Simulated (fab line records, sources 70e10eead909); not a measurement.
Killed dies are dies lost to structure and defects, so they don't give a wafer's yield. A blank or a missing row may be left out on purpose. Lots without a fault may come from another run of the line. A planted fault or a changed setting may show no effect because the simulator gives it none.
Chamber matching | flow nand_harc | NHARC_A_BLC_ETCH_16 on rie_diel-12: 4 sister chambers
The step etches the open film in CF4, target depth 39 nm, time 65 s. 18 wafers are shown with their chamber, then 9 later ones without.

WAFERS WITH THEIR CHAMBER
wafer  | chamber | rf_fwd_power_W (W) | rf_vpp_V (V) | throttle_valve_pct (%)
L074.3 | 0       | 294.8              | 152.3        | 13.275
L074.4 | 2       | 296.5              | 149.9        | 13.283
L074.6 | 0       | 293.8              | 152.7        | 13.285
L075.3 | 0       | 295.1              | 152.4        | 13.299
L075.4 | 1       | 299.5              | 152.5        | 13.263
L075.5 | 1       | 298.2              | 148.8        | 13.274
L080.1 | 2       | 297.3              | 148.9        | 13.279
L080.4 | 3       | 298.0              | 151.9        | 13.280
L080.5 | 3       | 298.4              | 150.9        | 13.288
L084.1 | 2       | 296.7              | 149.7        | 13.279
L084.5 | 3       | 299.0              | 150.4        | 13.256
L084.6 | 2       | 297.5              | 150.2        | 13.287
L086.3 | 0       | 295.7              | 152.8        | 13.280
L086.4 | 3       | 297.9              | 151.1        | 13.287
L086.6 | 3       | 297.0              | 152.5        | 13.273
L087.2 | 3       | 297.4              | 152.4        | 13.299
L087.4 | 1       | 299.6              | 149.9        | 13.279
L087.6 | 0       | 296.2              | 150.6        | 13.289

SIGNATURES (means of the wafers above)
reading            | chamber 0 | chamber 1 | chamber 2 | chamber 3 | scatter within a chamber
rf_fwd_power_W     | 295.120   | 299.100   | 297.000   | 297.950   | 0.745
rf_vpp_V           | 152.160   | 150.400   | 149.675   | 151.533   | 1.04
throttle_valve_pct | 13.28560  | 13.27200  | 13.28200  | 13.28050  | 0.0107
Rule: a wafer's distance from a chamber is the root of the sum, over the readings, of the square of ((its reading less the chamber's mean) divided by the reading's scatter). The wafer belongs to the nearest chamber; if the next one is less than 2 further off, it can't be placed. The scatter: the root of (the sum of the squares of (reading less its chamber's mean) over the shown wafers, divided by (wafers less chambers)).

WAFERS WITHOUT THEIR CHAMBER
wafer  | rf_fwd_power_W (W) | rf_vpp_V (V) | throttle_valve_pct (%)
L091.2 | 297.6              | 150.1        | 13.278
L091.3 | 297.9              | 151.1        | 13.295
L091.5 | 297.7              | 150.8        | 13.282
L093.4 | 297.9              | 152.2        | 13.285
L093.5 | 295.9              | 151.7        | 13.286
L093.6 | 299.1              | 151.2        | 13.298
L095.1 | 299.2              | 150.3        | 13.279
L095.2 | 296.8              | 151.2        | 13.295
L095.6 | 297.7              | 151.0        | 13.271

WHICH CHAMBER EACH WENT THROUGH
wafer  | from the rows above               | in truth
L091.2 | can't be placed: 2 or 3 or 1      | 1
L091.3 | can't be placed: 3 or 2 or 1      | 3
L091.5 | can't be placed: 3 or 2 or 1      | 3
L093.4 | can't be placed: 3 or 1 or 2      | 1
L093.5 | can't be placed: 0 or 2 or 3      | 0
L093.6 | can't be placed: 3 or 1 or 2      | 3
L095.1 | can't be placed: 1 or 3           | 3
L095.2 | can't be placed: 2 or 3 or 0 or 1 | 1
L095.6 | can't be placed: 3 or 2 or 1      | 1
Placed correctly: 0 of 9. Can't be placed from these rows: 9 (the true chamber is among the candidates in 9). Placed wrongly: 0.
